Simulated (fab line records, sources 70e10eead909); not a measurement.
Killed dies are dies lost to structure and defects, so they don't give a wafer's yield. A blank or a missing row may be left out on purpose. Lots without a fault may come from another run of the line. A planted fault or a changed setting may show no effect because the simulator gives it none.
Chamber matching | flow nand_harc | NHARC_A_M0_STRIP_18 on rie_diel-10: 4 sister chambers
The step strips in N2/H2. 4 wafers are shown with their chamber, then 10 later ones without.

WAFERS WITH THEIR CHAMBER
wafer  | chamber | drypump_motor_current_A (A)
L083.2 | 0       | 5.85
L086.1 | 3       | 5.93
L089.1 | 2       | 5.53
L089.2 | 1       | 5.37

WAFERS WITHOUT THEIR CHAMBER
wafer  | drypump_motor_current_A (A)
L089.3 | 5.84
L092.1 | 5.86
L092.2 | 5.38
L092.4 | 5.51
L093.1 | 5.87
L093.3 | 5.54
L093.5 | 5.39
L094.1 | 5.52
L094.4 | 5.88
L094.5 | 5.87

WHICH CHAMBER EACH WENT THROUGH
wafer  | from the rows above     | in truth
L089.3 | 0                       | 0
L092.1 | 0                       | 0
L092.2 | 1                       | 1
L092.4 | 2                       | 2
L093.1 | 0                       | 0
L093.3 | 2                       | 2
L093.5 | 1                       | 1
L094.1 | 2                       | 2
L094.4 | can't be placed: 0 or 3 | 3
L094.5 | 0                       | 0
Placed correctly: 9 of 10. Can't be placed from these rows: 1 (the true chamber is among the candidates in 1). Placed wrongly: 0.
How it was worked out, from the rows above alone: a wafer's distance from a chamber is the root of the sum, over the readings, of the square of ((its reading less the chamber's mean) divided by the reading's scatter). The wafer belongs to the nearest chamber; if the next one is less than 2 further off, it can't be placed. A chamber's mean is the mean of its shown wafers. The scatter: with one shown wafer a chamber, the root of the mean of the squares of how far each hidden wafer lies from its nearest shown one.
